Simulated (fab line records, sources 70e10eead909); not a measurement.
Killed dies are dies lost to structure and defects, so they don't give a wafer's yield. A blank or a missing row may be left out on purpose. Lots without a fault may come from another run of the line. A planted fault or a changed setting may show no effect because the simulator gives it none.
fab line records | flow nand_harc
record lots=5 wafers=15 last_day=24
route steps=1159 shown A_BONDPAD@1065
lots that met no fault: from a run of the same line without faults
start_h: hours from the record's first day to the start of the lot's first wafer shown | wait_h: hours since the lot's step before | " the same as in the row above | L1.1+2: a row that stands for several wafers | - no value, or no start given | * or withheld: withheld | < > ~ a bound
route shown NAME@n: a module of which the file shows steps, and the number in the route of the first | usual: mean/standard deviation of fault-free wafers | same: alike in all rows | chamber/n: place in a boat | sites: the reading at each site | _std_site: their standard deviation | _edge_site: outer sites' mean less inner sites' | radius_mm: how far each site lies from the wafer's centre | mask NAME#n: copy n | behind: the tool/chamber that last shaped the wafer | hold: why the lot was held/for how many hours/how that ended | device: the transistor (n, p or np) that didn't switch | end of line: the same wafers' tests at the end of the route | a step without rows: its recipe alone | killed: dies lost to structure and defects at the first sort, not the wafer's yield | map: a wafer's dies, x killed, . not, _ none there
set.NAME: the setting as run; set.NAME@STEP: as run at that earlier step | model.NAME: the simulator's own value behind a step, which no gauge read
lots at some steps of the route; a table a step, a row a wafer
services: from which hour (start_h, from the record's first day; less than 0 if before it) a tool's chamber was out of use, for how many hours, and why
## steps
# step NHARC_A_BONDPAD_COAT_33
# recipe temp_c=200 time_s=65
# step NHARC_A_BONDPAD_COAT_03
# recipe spin_rpm=2000 resist_thk_nm=600
# step NHARC_A_BONDPAD_SOFTBAKE_04
# recipe temp_c=125 time_s=70
# step NHARC_A_BONDPAD_EBR_05
# step NHARC_A_BONDPAD_EXPOSE_06
# recipe na=0.55 dose_mj=36.99 mask_id=A_BPAD
# step NHARC_A_BONDPAD_PEB_07
# recipe peb_temp_c=128 peb_time_s=80
# step NHARC_A_BONDPAD_DEVELOP_08
# recipe time_s=50 dev_temp_c=22
# step NHARC_A_BONDPAD_CD_MEAS_09
# recipe target_cd_nm=500 landing_energy_ev=500
# usual cd_nm=500.5/1.9
# columns lot.wafer tool chamber start_h wait_h cd_nm
L851.1 cd_sem-03 0 449.52 - 502.1
L851.5 " 0 " " 501.2
L851.6 " 0 " " 499.9
L855.4 cd_sem-02 0 466.66 - 502.1
L855.5 " 0 " " 500.3
L855.6 " 0 " " 502.6
L858.3 cd_sem-02 0 480.69 - 502.2
L858.5 " 0 " " 502.3
L858.6 " 0 " " 500.3
L863.3 cd_sem-03 0 516.42 - 499.4
L863.5 " 0 " " 501.4
L863.6 " 0 " " 500.9
L869.3 cd_sem-03 0 544.28 - 499.5
L869.5 " 0 " " 499.2
L869.6 " 0 " " 501.6
# step NHARC_A_BONDPAD_OVL_MEAS_35
# usual overlay_x_nm=0/5.1 overlay_y_nm=0/6.1
# columns lot.wafer tool chamber start_h wait_h overlay_x_nm overlay_y_nm
L851.1 overlay-02 - 449.61 - 4 1
L851.5 " - " " 4 1
L851.6 " - " " 4 1
L855.4 overlay-02 - 466.75 - -10 -6
L855.5 " - " " -10 -6
L855.6 " - " " -9 -6
L858.3 overlay-02 - 480.77 - 3 -9
L858.5 " - " " 3 -9
L858.6 " - " " 2 -8
L863.3 overlay-01 - 516.51 - 3 3
L863.5 " - " " 3 3
L863.6 " - " " 3 3
L869.3 overlay-01 - 544.36 - 1 11
L869.5 " - " " 1 11
L869.6 " - " " 1 11
# step NHARC_A_BONDPAD_HARDBAKE_10
# recipe temp_c=118 time_s=65
# step NHARC_A_BONDPAD_DESCUM_11
# recipe time_s=3 o2_flow_sccm=200 ar_flow_sccm=0 bias_power_w=0 chemistry=O2
# usual drypump_motor_current_A=5.63/0.26 oes_product_au=0.999/0.0082 rf_vpp_V=57.7/0.89 showerhead_plenum_p_Torr=1.89/0.058 throttle_valve_pct=11.312/0.0092
# same time_s=3
# columns lot.wafer tool chamber start_h wait_h drypump_motor_current_A oes_product_au rf_hours_counter_h rf_vpp_V showerhead_plenum_p_Torr throttle_valve_pct
L851.1 rie_diel-13 0 449.75 - 5.63 1.008 6 57.1 1.92 11.313
L851.5 " 2 " " 5.66 1.005 - 57.7 1.88 11.328
L851.6 " 3 " " 5.78 0.986 - 57.3 1.95 11.316
L855.5 rie_diel-13 0 466.90 - 5.60 0.985 - 58.1 1.92 11.310
L855.6 " 2 " " 5.68 1.010 - 57.8 1.88 11.310
L855.4 " 3 " " 5.79 0.992 - 57.6 1.95 11.314
L858.3 rie_diel-13 1 480.91 - 5.13 0.997 0 57.3 1.83 11.305
L858.5 " 3 " " 5.78 0.991 - 57.0 1.95 11.307
L858.6 " 0 " " 5.63 0.993 - 57.9 1.92 11.306
L863.3 rie_diel-03 1 516.65 - 5.62 0.992 46 59.4 1.90 11.316
L863.5 " 2 " " 5.88 1.005 - 59.4 1.96 11.314
L863.6 " 3 " " 5.72 1.009 - 56.7 1.81 11.317
L869.3 rie_diel-09 0 544.49 - 5.79 0.982 18 57.2 1.80 11.315
L869.6 " 3 " " 6.12 1.011 - 57.8 1.93 11.316
L869.5 " 0 " " 5.78 0.998 - 58.4 1.80 11.317
# step NHARC_A_BONDPAD_ETCH_34
# recipe target_depth_a=600 overetch_a=180 time_s=65.91 ion_energy_ev=200 n2_flow_sccm=150 h2_flow_sccm=150 ar_flow_sccm=0 rf_w=400 bias_w=150 chemistry=N2/H2
# usual drypump_motor_current_A=5.63/0.25 h2_flow_sccm=150.0/0.44 oes_product_au=1.000/0.0089 rf_fwd_power_W=396.3/1.3 rf_vpp_V=429.8/2 run_length_s=87.2/0.39 showerhead_plenum_p_Torr=2.01/0.063 throttle_valve_pct=14.172/0.009
# same time_s=65.91
# columns lot.wafer tool chamber start_h wait_h drypump_motor_current_A h2_flow_sccm oes_product_au rf_fwd_power_W rf_hours_counter_h rf_vpp_V run_length_s showerhead_plenum_p_Torr throttle_valve_pct
L851.1 rie_diel-13 3 449.83 0.1 5.78 150.1 0.999 395.5 6 430.4 87.0 2.08 14.169
L851.5 " 1 " " 5.14 149.1 1.004 396.6 - 428.2 87.6 1.94 14.165
L851.6 " 2 " " 5.67 150.5 1.008 398.8 - 431.3 87.5 2.01 14.188
L855.4 rie_diel-13 0 466.99 0.1 5.61 150.7 0.989 393.9 - 431.1 86.7 2.04 14.170
L855.6 " 2 " " 5.67 150.2 1.012 396.5 - 429.2 87.8 2.01 14.155
L855.5 " 3 " " 5.79 150.0 0.994 398.0 - 432.3 87.2 2.08 14.173
L858.3 rie_diel-13 2 480.99 0.1 5.67 149.8 1.012 396.7 1 431.1 87.3 2.01 14.161
L858.6 " 1 " " 5.11 149.8 1.007 396.0 - 429.4 87.7 1.94 14.185
L858.5 " 2 " " 5.68 149.1 1.022 396.9 - 429.8 87.7 2.01 14.163
L863.3 rie_diel-03 0 516.72 0.1 5.89 151.3 0.994 396.9 45 428.1 86.7 2.01 14.163
L863.6 " 3 " " 5.73 150.1 1.014 396.7 - 427.3 86.7 1.92 14.162
L863.5 " 0 " " 5.88 149.9 0.999 397.6 - 429.5 87.0 2.01 14.180
L869.3 rie_diel-09 2 544.58 0.1 6.01 150.5 0.997 397.6 17 436.6 87.2 2.21 14.180
L869.5 " 0 " " 5.78 150.7 1.010 394.3 - 428.2 86.9 1.92 14.181
L869.6 " 1 " " 5.48 149.9 1.010 394.9 - 427.5 87.2 1.91 14.171
# step NHARC_A_BONDPAD_ETCH_12
# recipe target_depth_a=2200 time_s=110 chf3_flow_sccm=50 o2_flow_sccm=10 ar_flow_sccm=200 rf_w=500 bias_w=200 chemistry=CHF3/O2
# usual drypump_motor_current_A=5.64/0.26 oes_product_au=0.946/0.022 rf_fwd_power_W=497.0/1.4 rf_vpp_V=370.0/1.7 run_length_s=131.3/0.41 showerhead_plenum_p_Torr=2.38/0.072 throttle_valve_pct=20.572/0.0092
# columns lot.wafer tool chamber start_h wait_h drypump_motor_current_A oes_product_au rf_fwd_power_W rf_hours_counter_h rf_vpp_V run_length_s showerhead_plenum_p_Torr throttle_valve_pct
L851.1 rie_diel-13 0 449.91 - 5.65 0.980 496.8 6 371.4 131.6 2.41 20.562
L851.5 " 0 " " 5.60 0.978 494.9 - 371.7 131.1 2.41 20.560
L851.6 " 1 " " 5.12 0.974 498.4 - 367.4 131.9 2.30 20.575
L855.4 rie_diel-13 0 467.11 - 5.59 0.955 496.0 - 369.7 130.9 2.41 20.576
L855.5 " 2 " " 5.67 0.974 497.7 - 369.0 131.6 2.37 20.570
L855.6 " 3 " " 5.76 0.960 499.0 - 371.1 131.3 2.44 20.570
L858.3 rie_diel-13 1 481.10 - 5.07 0.979 493.6 0 368.4 131.6 2.30 20.565
L858.6 " 0 " " 5.61 0.948 - - 370.8 122.8 2.41 20.567
L858.5 " 1 " " 5.11 0.981 494.0 - 369.1 131.7 2.30 20.568
L863.3 rie_diel-03 3 516.81 - 5.73 0.942 499.2 45 367.5 130.6 2.27 20.560
L863.5 " 2 " " 5.89 0.953 496.4 - 371.1 131.2 2.46 20.565
L863.6 " 3 " " 5.71 0.936 497.0 - 367.9 130.8 2.27 20.573
L869.3 rie_diel-09 3 544.66 - 6.11 0.936 500.1 18 370.7 131.9 2.42 20.581
L869.6 " 3 " " 6.11 0.939 500.6 - 371.3 131.6 2.42 20.570
L869.5 " 0 " " 5.76 0.929 498.2 - 368.1 131.0 2.27 20.558
# step NHARC_A_BONDPAD_CD_MEAS_13
# usual cd_nm=499.7/2.1
# columns lot.wafer tool chamber start_h wait_h cd_nm
L851.1 cd_sem-01 - 450.05 - 500.8
L851.5 " - " " 501.0
L851.6 " - " " 500.1
L855.4 cd_sem-01 - 467.24 - 502.6
L855.5 " - " " 498.8
L855.6 " - " " 501.5
L858.3 cd_sem-01 - 481.24 - 502.2
L858.5 " - " " 501.8
L858.6 " - " " 498.4
L863.3 cd_sem-02 - 516.95 - 498.4
L863.5 " - " " 501.5
L863.6 " - " " 500.3
L869.3 cd_sem-02 - 544.80 - 499.1
L869.5 " - " " 497.9
L869.6 " - " " 500.2
## services
# columns tool chamber start_h hours kind
rie_diel-09 - 431.41 9.0 pm
rie_diel-13 0 432.01 - clean
rie_diel-13 1 432.01 - clean
rie_diel-13 2 432.01 - clean
rie_diel-13 3 432.01 - clean
rie_diel-13 - 453.00 9.0 pm
rie_diel-13 0 453.00 9.0 vent_cycle
rie_diel-13 1 453.00 9.0 vent_cycle
rie_diel-13 2 453.00 9.0 vent_cycle
rie_diel-13 3 453.00 9.0 vent_cycle
rie_diel-13 0 462.00 - clean
rie_diel-13 1 462.00 - clean
rie_diel-13 2 462.00 - clean
rie_diel-13 3 462.00 - clean
rie_diel-13 1 462.67 11.4 repair
rie_diel-13 0 486.53 - clean
rie_diel-13 1 486.53 - clean
rie_diel-13 2 486.53 - clean
rie_diel-13 3 486.53 - clean
rie_diel-03 0 486.63 5.8 repair
rie_diel-09 2 509.84 4.7 repair
rie_diel-13 0 511.11 - clean
rie_diel-13 1 511.11 - clean
rie_diel-13 2 511.11 - clean
## key
first_sign step=NHARC_A_BONDPAD_ETCH_12 reading=run_length_s direction=down sigmas=21 usual=* struck=*
effect none on later readings
met_at NHARC_A_BONDPAD_ETCH_12
struck_wafers L858.6
sort_left_out L858.6
onset_between 467.11 481.10
fault kind=process_parameter_drift tool=rie_diel-13 chamber=0 onset_h=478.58 steps=NHARC_A_BONDPAD_ETCH_12 channel=time_s offset=* shape=step end_h=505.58 acts_in=* stated=*
# sort_left_out: the simulated sort isn't trusted on such a fault, so these wafers' sort isn't shown, and their yield isn't known
